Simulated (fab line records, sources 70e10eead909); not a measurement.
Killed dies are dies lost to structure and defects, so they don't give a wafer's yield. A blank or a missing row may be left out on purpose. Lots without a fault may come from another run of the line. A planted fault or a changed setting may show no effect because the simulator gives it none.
A struck lot beside a sound one | flow nand_harc | 13 steps out of a route of 1159
Sound: wafers L552.2, L552.3, L552.5. Struck: wafer L543.2. (L543.3, L543.5 of the same lot were not struck and are left out.) The cause comes at the end.
At each step with rows: each side's tool, then ch and its chambers, then its first start. Under that, the readings that differ: sound wafers | struck wafers | difference of the means | sigmas: that difference in standard deviations of wafers without a fault.
alike: readings whose means differ by less than 2 such deviations, and words and numbers that are the same on both sides. not compared: withheld readings, readings that some wafer has no value for, bounds like >300 that may hide the same value, and numbers for which the record gives no deviation and whose values overlap.
The two part at a step that has a row with sigmas, a row that says differs or no value, or rows on one side only. Numbers that don't overlap but have no deviation are shown without sigmas and don't part them. A reading that every wafer of one side lacks parts them only if that side has two wafers or more.

NHARC_A_ONON_D1_THK_MEAS_30: measures by ellipsometry.
  sound on film_metro-01, day 11 23:11; struck on film_metro-01, day 9 17:22
  alike: thk_nm
NHARC_A_ONON_D1_DEP_33: deposits SiO2, target thk 200 nm.
  sound on pecvd-01 ch 0,2, day 11 23:17; struck on pecvd-02 ch 2, day 9 17:28
  alike: heater_power_w, throttle_valve_pct
NHARC_A_ONON_D1_THK_MEAS_34: measures by ellipsometry.
  sound on film_metro-02, day 11 23:39; struck on film_metro-01, day 9 17:50
  alike: thk_nm
NHARC_A_ONON_D1_INSPECT_32:
  sound on defect_inspect-02, day 11 23:43; struck on defect_inspect-02, day 9 17:54
  alike: raw_defect_count
NHARC_A_CHANNEL_HOLE_D1_DEP_00: deposits aC, target thk 3100 nm.
  sound on acl_dep-03 ch 0, day 12 00:05; struck on acl_dep-01 ch 0, day 9 18:19
  alike: throttle_valve_pct
NHARC_A_CHANNEL_HOLE_D1_DEP_01: deposits SiON, target thk 140 nm.
  sound on pecvd-03 ch 0,1, day 12 01:43; struck on pecvd-04 ch 1, day 9 19:55
  alike: heater_power_w
then, 5 steps without rows for these wafers: NHARC_A_CHANNEL_HOLE_D1_DEHYDRATE_02 (time 120 s); NHARC_A_CHANNEL_HOLE_D1_HMDS_03 (time 30 s); NHARC_A_CHANNEL_HOLE_D1_COAT_36 (time 75 s); NHARC_A_CHANNEL_HOLE_D1_COAT_37 (time 65 s); NHARC_A_CHANNEL_HOLE_D1_COAT_04 (resist thk 90 nm).
NHARC_A_CHANNEL_HOLE_D1_SOFTBAKE_05: time 55 s.
  sound on litho_track-04 ch 0, day 12 01:00; struck on litho_track-06 ch 0, day 9 20:00
  reading                  | sound                | struck | difference | sigmas
  heater_power_total_W (W) | 188.38 188.32 188.40 | 235.77 | +47.40     | +99 or more
  alike: exhaust_pa
then, 1 step without rows for these wafers: NHARC_A_CHANNEL_HOLE_D1_EBR_06.

WHERE THEY PART
Only at NHARC_A_CHANNEL_HOLE_D1_SOFTBAKE_05, within this record.

WHY: what the simulator had put in
Process parameter drift: litho_track-06, from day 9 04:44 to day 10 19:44, at NHARC_A_CHANNEL_HOLE_D1_SOFTBAKE_05. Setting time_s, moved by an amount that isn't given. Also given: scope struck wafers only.
